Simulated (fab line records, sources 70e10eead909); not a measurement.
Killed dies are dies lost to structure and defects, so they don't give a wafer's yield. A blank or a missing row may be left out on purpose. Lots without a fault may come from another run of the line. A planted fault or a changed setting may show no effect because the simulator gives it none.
Which tool did it? | flow nand_harc | 6 lots, 18 wafers sampled, at 3 steps of a route of 1302

WHAT THE GAUGES READ, wafer by wafer
NHARC_P_GATE_CD_MEAS_91: target cd 2000 nm.
lot  | measured     | on        | cd_nm (nm)
L802 | day 6 00:52  | cd_sem-01 | 2000.8 1998.6 2000.2
L805 | day 7 14:27  | cd_sem-02 | 1999.7 2000.8 1999.9
L816 | day 11 21:28 | cd_sem-02 | 2000.2 1999.7 1999.8
L818 | day 12 21:14 | cd_sem-02 | 2002.3 2002.3 2000.0
L820 | day 13 18:44 | cd_sem-02 | 1999.5 2000.2 1999.8
L824 | day 15 02:44 | cd_sem-01 | 1998.5 1998.7 1998.8

WHICH TOOL RAN EACH LOT (tool, then ch and the chambers of the sampled wafers, then the start)
lot  | NHARC_P_GATE_STRIP_111               | NHARC_P_GATE_EXPOSE_88
L802 | plasma_asher-01 ch 0,1, day 5 21:56  | krf_scanner-03 ch 0, day 6 00:43
L805 | plasma_asher-02 ch 0,1, day 7 11:38  | krf_scanner-03 ch 0, day 7 14:17
L816 | plasma_asher-02 ch 0,1, day 11 18:31 | krf_scanner-02 ch 0, day 11 21:18
L818 | plasma_asher-02 ch 0,1, day 12 18:25 | krf_scanner-03 ch 0, day 12 21:05
L820 | plasma_asher-01 ch 0,1, day 13 15:59 | krf_scanner-03 ch 0, day 13 18:35
L824 | plasma_asher-01 ch 0,1, day 15 00:08 | krf_scanner-03 ch 0, day 15 02:35
- NHARC_P_GATE_STRIP_111: strips in N2/H2, time 250 s.
- NHARC_P_GATE_EXPOSE_88: exposes mask P HVN, target cd 2000 nm.

THE ANSWER, worked out from the rows above alone
Rule: what is usual is taken from the lots themselves. Put in order of their means at a reading, lots are off if they are a third of the lots or fewer, leave a main group of 4 or more, and stand apart from it by a gap of 3 or more times the standard deviation of the main group's means; of several such gaps the widest counts. A main group whose means are all the same, to the digits that the tables above print for the reading, isn't used. A lot without any number at a reading at which 4 lots or more have one is off too. The other lots that the step has rows for count as sound.
No lot is off at any reading shown: from this, nothing can be told.

WHAT THE SIMULATOR HAD PUT IN
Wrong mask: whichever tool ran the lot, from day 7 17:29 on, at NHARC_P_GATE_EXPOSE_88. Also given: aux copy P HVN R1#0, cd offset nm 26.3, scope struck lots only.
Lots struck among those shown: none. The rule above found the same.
